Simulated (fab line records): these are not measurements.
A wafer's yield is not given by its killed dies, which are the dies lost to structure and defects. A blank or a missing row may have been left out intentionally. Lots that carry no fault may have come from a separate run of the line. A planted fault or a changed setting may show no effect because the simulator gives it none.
Chamber matching    flow nand-harc    rie-diel-13 running NHARC_A_STAIRCASE_DESCUM_11: 4 sister chambers
The step chemistry O2, time 3 s. 8 wafers are shown with their chamber, then 7 later ones without.

## EACH WAFER AND ITS CHAMBER
wafer   chamber  showerhead-plenum-p-Torr (Torr)  drypump-motor-current-A (A)
L079.1  3        1.78                             6.1
L079.3  1        1.82                             5.8
L084.1  3        1.78                             6.0
L083.2  0        1.90                             5.9
L083.3  2        2.06                             5.2
L083.4  1        1.82                             5.8
L086.1  2        2.05                             5.2
L086.2  0        1.90                             5.9

## WAFERS MISSING THEIR CHAMBER
wafer   showerhead-plenum-p-Torr (Torr)  drypump-motor-current-A (A)
L086.4  1.82                             5.8
L087.2  1.90                             5.9
L087.3  2.05                             5.2
L087.4  1.77                             6.1
L093.2  1.77                             6.1
L093.3  1.90                             5.9
L093.5  1.82                             5.8

## CHAMBER TAKEN BY EACH
wafer   from the rows above  in truth
L086.4  1                    1
L087.2  0                    0
L087.3  2                    2
L087.4  3                    3
L093.2  3                    3
L093.3  0                    0
L093.5  1                    1
Correctly placed: 7 of 7. Can't be placed from these rows: 0. Number placed wrongly: 0.
How it was worked out, from the rows above alone: a wafer's distance from a chamber is the root of the sum, over the readings, of the square of ((its reading less the chamber's mean) divided by the reading's scatter). The wafer belongs to the nearest chamber; if the next one is less than 2 further off, it can't be placed. For every chamber, the mean is computed from those of its wafers that are shown. The scatter: take each reading less its chamber's mean, square it, sum over the shown wafers, divide by the number of wafers less the number of chambers, and take the root.
